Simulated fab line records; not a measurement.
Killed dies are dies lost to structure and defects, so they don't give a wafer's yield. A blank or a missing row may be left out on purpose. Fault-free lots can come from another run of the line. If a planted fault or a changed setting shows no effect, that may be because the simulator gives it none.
Which tool did it? / flow nandHarc / Sampling: 13 lots, 39 wafers, 5 of 1159 route steps

== WHAT EACH GAUGE READ, for each wafer ==
NHARC_THIN_TSV_CD_MEAS_12: the cd target is 1000 nm.
lot=L668; measured=day 18 16:52; on=cdSem-03; cdNm (nm)=999.4 1000.9 999.1
lot=L667; measured=day 19 02:44; on=cdSem-02; cdNm (nm)=996.9 997.5 998.3
lot=L669; measured=day 18 21:14; on=cdSem-03; cdNm (nm)=1001.8 1000.5 1000.7
lot=L670; measured=day 18 22:28; on=cdSem-01; cdNm (nm)=998.6 997.8 999.8
lot=L677; measured=day 20 17:35; on=cdSem-02; cdNm (nm)=999.5 999.3 999.3
lot=L678; measured=day 22 02:46; on=cdSem-01; cdNm (nm)=1000.9 999.9 999.0
lot=L681; measured=day 22 04:08; on=cdSem-03; cdNm (nm)=999.8 1000.7 1001.7
lot=L682; measured=day 22 14:40; on=cdSem-03; cdNm (nm)=997.7 999.8 999.2
lot=L683; measured=day 23 01:50; on=cdSem-01; cdNm (nm)=998.0 998.6 998.4
lot=L685; measured=day 23 06:33; on=cdSem-02; cdNm (nm)=1000.1 1000.2 999.8
lot=L688; measured=day 23 17:55; on=cdSem-02; cdNm (nm)=1000.9 1001.5 1000.3
lot=L689; measured=day 23 07:46; on=cdSem-01; cdNm (nm)=999.9 1001.0 999.5
lot=L687; measured=day 23 19:23; on=cdSem-03; cdNm (nm)=998.1 999.8 999.4

NHARC_END_SORT_01.
lot=L678; measured=day 22 18:03; on=prober-01; killedAtArray=67 42 36; killedAtOther=0 1 0; killedAtPeriphery=1 5 3; killedDies=68 48 39; killedOpen=4 3 3; killedShort=1 2 1

== EACH LOT AND THE TOOL THAT RAN IT (in order: tool; ch and the chambers of the sampled wafers; start) ==
lot=L668; NHARC_A_STAIRCASE_ETCH_19=rieDiel-07 ch 1,2,3, day 10 23:31; NHARC_THIN_TSV_DEP_47=pecvd-04 ch 0,1, day 18 19:05; NHARC_THIN_TSV_ETCH_59=rieMetal-01 ch 0,1, day 18 23:29
lot=L667; NHARC_A_STAIRCASE_ETCH_19=rieDiel-02 ch 0,2,3, day 11 07:11; NHARC_THIN_TSV_DEP_47=pecvd-04 ch 0,1, day 19 04:50; NHARC_THIN_TSV_ETCH_59=rieMetal-01 ch 0, day 19 09:21
lot=L669; NHARC_A_STAIRCASE_ETCH_19=rieDiel-02 ch 0,2,3, day 11 11:53; NHARC_THIN_TSV_DEP_47=pecvd-03 ch 1,2, day 18 23:22; NHARC_THIN_TSV_ETCH_59=rieMetal-01 ch 0, day 19 03:48
lot=L670; NHARC_A_STAIRCASE_ETCH_19=rieDiel-06 ch 1,2,3, day 11 14:49; NHARC_THIN_TSV_DEP_47=pecvd-02 ch 0,1, day 19 00:32; NHARC_THIN_TSV_ETCH_59=rieMetal-03 ch 0,1, day 19 05:01
lot=L677; NHARC_A_STAIRCASE_ETCH_19=rieDiel-07 ch 0,1,3, day 13 06:12; NHARC_THIN_TSV_DEP_47=pecvd-04 ch 0,2, day 20 19:31; NHARC_THIN_TSV_ETCH_59=rieMetal-01 ch 0,1, day 21 00:07
lot=L678; NHARC_A_STAIRCASE_ETCH_19=rieDiel-06 ch 1,2,3, day 14 03:41; NHARC_THIN_TSV_DEP_47=pecvd-03 ch 1,2, day 22 04:40; NHARC_THIN_TSV_ETCH_59=rieMetal-02 ch 0,1, day 22 09:23
lot=L681; NHARC_A_STAIRCASE_ETCH_19=rieDiel-02 ch 0,2,3, day 14 13:26; NHARC_THIN_TSV_DEP_47=pecvd-04 ch 0,1,2, day 22 06:16; NHARC_THIN_TSV_ETCH_59=rieMetal-03 ch 0,1, day 22 10:50
lot=L682; NHARC_A_STAIRCASE_ETCH_19=rieDiel-07 ch 0,2,3, day 14 17:55; NHARC_THIN_TSV_DEP_47=pecvd-04 ch 1,2, day 22 16:31; NHARC_THIN_TSV_ETCH_59=rieMetal-01 ch 0,1, day 22 20:58
lot=L683; NHARC_A_STAIRCASE_ETCH_19=rieDiel-07 ch 0,2,3, day 14 18:19; NHARC_THIN_TSV_DEP_47=pecvd-02 ch 0,2, day 23 03:43; NHARC_THIN_TSV_ETCH_59=rieMetal-02 ch 0,1, day 23 08:02
lot=L685; NHARC_A_STAIRCASE_ETCH_19=rieDiel-02 ch 1,2, day 15 10:23; NHARC_THIN_TSV_DEP_47=pecvd-02 ch 0,1, day 23 08:38; NHARC_THIN_TSV_ETCH_59=rieMetal-01 ch 0,1, day 23 12:58
lot=L688; NHARC_A_STAIRCASE_ETCH_19=rieDiel-02 ch 0,1,2, day 16 00:10; NHARC_THIN_TSV_DEP_47=pecvd-02 ch 0,2, day 23 19:46; NHARC_THIN_TSV_ETCH_59=rieMetal-03 ch 0,1, day 24 00:14
lot=L689; NHARC_A_STAIRCASE_ETCH_19=rieDiel-02 ch 1,2,3, day 16 01:26; NHARC_THIN_TSV_DEP_47=pecvd-02 ch 0,2, day 23 09:37; NHARC_THIN_TSV_ETCH_59=rieMetal-03 ch 0,1, day 23 13:53
lot=L687; NHARC_A_STAIRCASE_ETCH_19=rieDiel-07 ch 0,1,3, day 16 04:34; NHARC_THIN_TSV_DEP_47=pecvd-03 ch 0,2, day 23 21:18; NHARC_THIN_TSV_ETCH_59=rieMetal-02 ch 0,1, day 24 01:30
- NHARC_A_STAIRCASE_ETCH_19: etches the open film in C4F8/O2, target depth 100 nm, time 40.5 s.
- NHARC_THIN_TSV_DEP_47: deposits SiO2, target thk 200 nm.
- NHARC_THIN_TSV_ETCH_59: etches the open film in Cl2/BCl3, target depth 880 nm, time 138.1 s.

== AS READ BY THE TOOLS THEMSELVES (means over the sampled wafers that have a number; for cases with no such wafer, the mark the record gives instead) ==
NHARC_A_STAIRCASE_ETCH_19.
lot=L668; tool=rieDiel-07; chamberPressureMTorr (mTorr)=24.995; oesProductAu (a.u.)=0.941; rfVppV (V)=898
lot=L667; tool=rieDiel-02; chamberPressureMTorr (mTorr)=24.987; oesProductAu (a.u.)=0.928; rfVppV (V)=899
lot=L669; tool=rieDiel-02; chamberPressureMTorr (mTorr)=24.976; oesProductAu (a.u.)=0.940; rfVppV (V)=899
lot=L670; tool=rieDiel-06; chamberPressureMTorr (mTorr)=24.981; oesProductAu (a.u.)=0.948; rfVppV (V)=902
lot=L677; tool=rieDiel-07; chamberPressureMTorr (mTorr)=25.005; oesProductAu (a.u.)=0.939; rfVppV (V)=898
lot=L678; tool=rieDiel-06; chamberPressureMTorr (mTorr)=24.988; oesProductAu (a.u.)=0.935; rfVppV (V)=902
lot=L681; tool=rieDiel-02; chamberPressureMTorr (mTorr)=24.997; oesProductAu (a.u.)=0.938; rfVppV (V)=899
lot=L682; tool=rieDiel-07; chamberPressureMTorr (mTorr)=24.978; oesProductAu (a.u.)=0.934; rfVppV (V)=898
lot=L683; tool=rieDiel-07; chamberPressureMTorr (mTorr)=24.998; oesProductAu (a.u.)=0.925; rfVppV (V)=898
lot=L685; tool=rieDiel-02; chamberPressureMTorr (mTorr)=25.003; oesProductAu (a.u.)=0.950; rfVppV (V)=894
lot=L688; tool=rieDiel-02; chamberPressureMTorr (mTorr)=24.988; oesProductAu (a.u.)=0.940; rfVppV (V)=896
lot=L689; tool=rieDiel-02; chamberPressureMTorr (mTorr)=24.987; oesProductAu (a.u.)=0.930; rfVppV (V)=898
lot=L687; tool=rieDiel-07; chamberPressureMTorr (mTorr)=25.016; oesProductAu (a.u.)=0.937; rfVppV (V)=897

NHARC_THIN_TSV_DEP_47.
lot=L668; tool=pecvd-04; chamberPressureTorr (Torr)=6.506; throttleValvePct (%)=14.8
lot=L667; tool=pecvd-04; chamberPressureTorr (Torr)=6.500; throttleValvePct (%)=15.3
lot=L669; tool=pecvd-03; chamberPressureTorr (Torr)=6.495; throttleValvePct (%)=16.2
lot=L670; tool=pecvd-02; chamberPressureTorr (Torr)=6.516; throttleValvePct (%)=16.3
lot=L677; tool=pecvd-04; chamberPressureTorr (Torr)=6.481; throttleValvePct (%)=15.1
lot=L678; tool=pecvd-03; chamberPressureTorr (Torr)=6.507; throttleValvePct (%)=16.4
lot=L681; tool=pecvd-04; chamberPressureTorr (Torr)=6.496; throttleValvePct (%)=15.7
lot=L682; tool=pecvd-04; chamberPressureTorr (Torr)=6.498; throttleValvePct (%)=16.0
lot=L683; tool=pecvd-02; chamberPressureTorr (Torr)=6.505; throttleValvePct (%)=15.5
lot=L685; tool=pecvd-02; chamberPressureTorr (Torr)=6.502; throttleValvePct (%)=16.2
lot=L688; tool=pecvd-02; chamberPressureTorr (Torr)=6.486; throttleValvePct (%)=15.6
lot=L689; tool=pecvd-02; chamberPressureTorr (Torr)=6.502; throttleValvePct (%)=15.7
lot=L687; tool=pecvd-03; chamberPressureTorr (Torr)=6.504; throttleValvePct (%)=16.3

NHARC_THIN_TSV_ETCH_59.
lot=L668; tool=rieMetal-01; chamberPressureMTorr (mTorr)=10.005; drypumpMotorCurrentA (A)=6.3; oesProductAu (a.u.)=0.995; throttleValvePct (%)=22.250
lot=L667; tool=rieMetal-01; chamberPressureMTorr (mTorr)=10.004; drypumpMotorCurrentA (A)=5.2; oesProductAu (a.u.)=0.993; throttleValvePct (%)=22.263
lot=L669; tool=rieMetal-01; chamberPressureMTorr (mTorr)=10.011; drypumpMotorCurrentA (A)=5.3; oesProductAu (a.u.)=0.995; throttleValvePct (%)=22.266
lot=L670; tool=rieMetal-03; chamberPressureMTorr (mTorr)=9.999; drypumpMotorCurrentA (A)=6.3; oesProductAu (a.u.)=1.000; throttleValvePct (%)=22.268
lot=L677; tool=rieMetal-01; chamberPressureMTorr (mTorr)=10.003; drypumpMotorCurrentA (A)=6.3; oesProductAu (a.u.)=1.000; throttleValvePct (%)=22.266
lot=L678; tool=rieMetal-02; chamberPressureMTorr (mTorr)=10.000; drypumpMotorCurrentA (A)=5.7; oesProductAu (a.u.)=0.996; throttleValvePct (%)=22.259
lot=L681; tool=rieMetal-03; chamberPressureMTorr (mTorr)=9.992; drypumpMotorCurrentA (A)=6.3; oesProductAu (a.u.)=1.005; throttleValvePct (%)=22.263
lot=L682; tool=rieMetal-01; chamberPressureMTorr (mTorr)=10.006; drypumpMotorCurrentA (A)=5.8; oesProductAu (a.u.)=1.000; throttleValvePct (%)=22.255
lot=L683; tool=rieMetal-02; chamberPressureMTorr (mTorr)=9.998; drypumpMotorCurrentA (A)=5.7; oesProductAu (a.u.)=0.995; throttleValvePct (%)=22.270
lot=L685; tool=rieMetal-01; chamberPressureMTorr (mTorr)=9.998; drypumpMotorCurrentA (A)=6.3; oesProductAu (a.u.)=1.012; throttleValvePct (%)=22.257
lot=L688; tool=rieMetal-03; chamberPressureMTorr (mTorr)=9.988; drypumpMotorCurrentA (A)=6.3; oesProductAu (a.u.)=1.010; throttleValvePct (%)=22.262
lot=L689; tool=rieMetal-03; chamberPressureMTorr (mTorr)=10.004; drypumpMotorCurrentA (A)=6.3; oesProductAu (a.u.)=1.009; throttleValvePct (%)=22.266
lot=L687; tool=rieMetal-02; chamberPressureMTorr (mTorr)=10.001; drypumpMotorCurrentA (A)=5.7; oesProductAu (a.u.)=0.994; throttleValvePct (%)=22.266

== THE ANSWER, worked out from the rows above alone ==
Rule: the lots themselves supply what counts as usual. Put in order of their means at a reading, lots are off if they are a third of the lots or fewer, leave a main group of 4 or more, and stand apart from it by a gap of 3 or more times the standard deviation of the main group's means; of several such gaps the widest counts. A main group whose means are all the same, to the digits that the tables above print for the reading, isn't used. A lot without any number at a reading at which 4 lots or more have one is off too. Any other lot the step has rows for is counted as sound. The gauges are gone through in route order, then the tools' own readings, and for those a lot's mean is taken as printed above. At the first step where some lot is off, the reading lying furthest off is the one used; lots without a number count as furthest.
None of the lots is off at any reading shown; this tells nothing.

== WHAT THE SIMULATOR HAD INSERTED ==
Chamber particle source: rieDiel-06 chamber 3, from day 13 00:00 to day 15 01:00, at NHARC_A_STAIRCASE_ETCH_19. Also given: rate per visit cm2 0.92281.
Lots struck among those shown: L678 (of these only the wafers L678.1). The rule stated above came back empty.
